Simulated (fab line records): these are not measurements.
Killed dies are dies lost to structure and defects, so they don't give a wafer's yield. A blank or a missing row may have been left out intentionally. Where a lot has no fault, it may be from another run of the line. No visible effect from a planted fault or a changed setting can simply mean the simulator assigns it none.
Matching of chambers ; flow n5-finfet ; N5_BEOL_M11_STRIP_19 on rie-diel-04: 4 sister chambers
The step strips in O2. 14 wafers are shown with their chamber, then 7 later ones without.

== EACH WAFER AND ITS CHAMBER ==
wafer;chamber;showerhead-plenum-p-Torr (Torr);drypump-motor-current-A (A);throttle-valve-pct (%)
L078.2;2;2.18;5.3;16.88
L078.3;0;2.07;5.8;16.51
L078.6;0;2.07;5.8;16.49
L079.1;1;2.23;6.2;16.43
L079.4;1;2.23;6.3;16.42
L079.6;0;2.06;5.8;16.53
L081.1;3;2.05;5.6;16.43
L081.2;0;2.06;5.8;16.52
L081.6;0;2.06;5.8;16.52
L083.2;2;2.17;5.3;16.90
L083.3;1;2.23;6.3;16.48
L083.6;3;2.05;5.7;16.44
L089.2;1;2.23;6.3;16.46
L089.3;3;2.05;5.7;16.47

SIGNATURES (means of the wafers above)
reading;chamber 0;chamber 1;chamber 2;chamber 3;scatter within a chamber
showerhead-plenum-p-Torr;2.0640;2.2300;2.1750;2.0500;0.00412
drypump-motor-current-A;5.800;6.275;5.300;5.667;0.0376
throttle-valve-pct;16.5140;16.4475;16.8900;16.4467;0.0206
Rule: distance of a wafer from a chamber = root of the sum over the readings of ((wafer's reading minus chamber's mean) / reading's scatter) squared. The wafer belongs to the nearest chamber; if the next one is less than 2 further off, it can't be placed. The scatter is the square root of a quotient: the sum, over the shown wafers, of each reading's squared deviation from its chamber's mean, divided by wafers minus chambers.

== WAFERS MISSING THEIR CHAMBER ==
wafer;showerhead-plenum-p-Torr (Torr);drypump-motor-current-A (A);throttle-valve-pct (%)
L089.5;2.23;6.3;16.47
L090.2;2.05;5.6;16.46
L090.4;2.17;5.2;16.92
L090.6;2.06;5.8;16.55
L097.1;2.05;5.7;16.49
L097.5;2.17;5.2;16.95
L097.6;2.05;5.7;16.51

== CHAMBER TAKEN BY EACH ==
wafer;from the rows above;in truth
L089.5;1;1
L090.2;3;3
L090.4;2;2
L090.6;0;0
L097.1;3;3
L097.5;2;2
L097.6;can't be placed: 3 or 0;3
Correctly placed: 6 of 7. These rows do not allow placing 1 (true chamber among the candidates in 1). Placed wrongly: 0.
